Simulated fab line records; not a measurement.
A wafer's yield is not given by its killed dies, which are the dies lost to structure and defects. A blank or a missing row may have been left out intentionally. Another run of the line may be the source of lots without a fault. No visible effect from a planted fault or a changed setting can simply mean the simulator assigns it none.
Matching of chambers | flow n5-finfet | cvd-co-02 running N5_BEOL_M1_PRE_CLEAN_60: 3 sister chambers
The step time 15 s. 3 wafers are shown with their chamber, then 12 later ones without.

== WAFERS WITH THEIR CHAMBER ==
wafer  | chamber | heater-power-w (W)
L090.4 | 0       | 78
L091.2 | 1       | 58
L091.4 | 2       | 95

== WAFERS WITHOUT THEIR CHAMBER ==
wafer  | heater-power-w (W)
L093.1 | 78
L093.4 | 77
L093.5 | 95
L094.1 | 94
L094.2 | 56
L094.3 | 78
L095.2 | 58
L095.4 | 56
L095.6 | 78
L097.4 | 97
L097.5 | 79
L097.6 | 57

== EACH ONE'S CHAMBER ==
wafer  | from the rows above | in truth
L093.1 | 0                   | 0
L093.4 | 0                   | 0
L093.5 | 2                   | 2
L094.1 | 2                   | 2
L094.2 | 1                   | 1
L094.3 | 0                   | 0
L095.2 | 1                   | 1
L095.4 | 1                   | 1
L095.6 | 0                   | 0
L097.4 | 2                   | 2
L097.5 | 0                   | 0
L097.6 | 1                   | 1
12 of 12 placed correctly. Number that these rows cannot place: 0. Placed wrongly: 0.
How it was worked out, from the rows above alone: a wafer's distance from a chamber is the root of the sum, over the readings, of the square of ((its reading less the chamber's mean) divided by the reading's scatter). If the next closest chamber is less than 2 further off than the closest, the wafer can't be placed; otherwise it belongs to the closest. For every chamber, the mean is computed from those of its wafers that are shown. The scatter (one wafer shown for each chamber): square how far every hidden wafer sits from the nearest shown wafer, average those squares and take the square root.
